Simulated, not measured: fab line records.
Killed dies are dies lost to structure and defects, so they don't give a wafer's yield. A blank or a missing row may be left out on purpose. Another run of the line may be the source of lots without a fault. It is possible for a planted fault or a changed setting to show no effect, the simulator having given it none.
Which tool is to blame? ; flow n5Finfet ; 10 lots with 30 wafers sampled at 4 steps, on a route of 1938 steps

## WHAT EACH GAUGE READ, for each wafer
N5_HKMG_FIN_INSPECT_28: inspects for defects (darkfield).
lot;measured;on;rawDefectCount
L075;day 4 16:44;defectInspect-01;58 41 46
L077;day 5 04:17;defectInspect-02;67 30 56
L079;day 5 15:00;defectInspect-02;42 22 63
L081;day 6 01:56;defectInspect-01;43 63 74
L083;day 6 14:58;defectInspect-02;24 30 33
L085;day 7 04:46;defectInspect-02;38 37 37
L089;day 8 01:50;defectInspect-02;66 63 83
L091;day 8 16:19;defectInspect-01;41 35 49
L095;day 9 15:13;defectInspect-02;43 31 50
L097;day 10 03:27;defectInspect-01;65 47 31

## WHAT TOOL EACH LOT RAN ON (gives the tool, then ch and the chambers of the sampled wafers, and finally the start)
lot;N5_SDB_ETCH_17;N5_SDB_STRIP_21;N5_HKMG_FIN_STRIP_57
L075;rieDiel-03 ch 0,3, day 4 01:22;rieDiel-03 ch 0,3, day 4 01:32;rieDiel-05 ch 3, day 4 08:23
L077;rieDiel-01 ch 0,2,3, day 4 14:23;rieDiel-01 ch 0,2,3, day 4 14:34;rieDiel-03 ch 0,2, day 4 20:15
L079;rieDiel-03 ch 2,3, day 5 01:33;rieDiel-03 ch 2,3, day 5 01:43;rieDiel-03 ch 0,2, day 5 07:35
L081;rieDiel-01 ch 0,2, day 5 12:41;rieDiel-01 ch 0,2, day 5 12:52;rieDiel-05 ch 0,1,3, day 5 18:32
L083;rieDiel-03 ch 0,1,2, day 6 00:55;rieDiel-03 ch 0,1,2, day 6 01:05;rieDiel-05 ch 2,3, day 6 06:58
L085;rieDiel-01 ch 0,1,3, day 6 12:41;rieDiel-01 ch 0,1,3, day 6 12:51;rieDiel-05 ch 0,2,3, day 6 20:03
L089;rieDiel-03 ch 0,1, day 7 12:25;rieDiel-03 ch 0,1, day 7 12:35;rieDiel-05 ch 1,2,3, day 7 18:17
L091;rieDiel-03 ch 1,2, day 8 02:50;rieDiel-03 ch 1,2, day 8 03:01;rieDiel-01 ch 0,1,3, day 8 08:48
L095;rieDiel-01 ch 0,2, day 9 01:38;rieDiel-01 ch 0,2, day 9 01:48;rieDiel-03 ch 1,2,3, day 9 07:23
L097;rieDiel-03 ch 1,3, day 9 13:25;rieDiel-03 ch 1,3, day 9 13:36;rieDiel-01 ch 0,1,3, day 9 19:39
- N5_SDB_ETCH_17: etches SiARC in CF4, target depth 23.4 nm, time 39 s.
- N5_SDB_STRIP_21: strips in CF4.
- N5_HKMG_FIN_STRIP_57: strips in CF4.

## THE ANSWER, worked out from the rows above alone
Rule: the usual values come from the lots themselves. The widest of any qualifying gaps counts: lots, ordered by their means at a reading, are off when they make up no more than a third of the lots, leave a main group of 4 or more, and stand apart from it by 3 or more times the standard deviation of that group's means. A main group is skipped when, at the precision printed for the reading in the tables above, its means are all equal. A lot without any number at a reading at which 4 lots or more have one is off too. All remaining lots with rows at the step are treated as sound.
No lot is off on any of the readings shown, so nothing can be concluded from this.

## WHAT THE SIMULATOR HAD PUT IN
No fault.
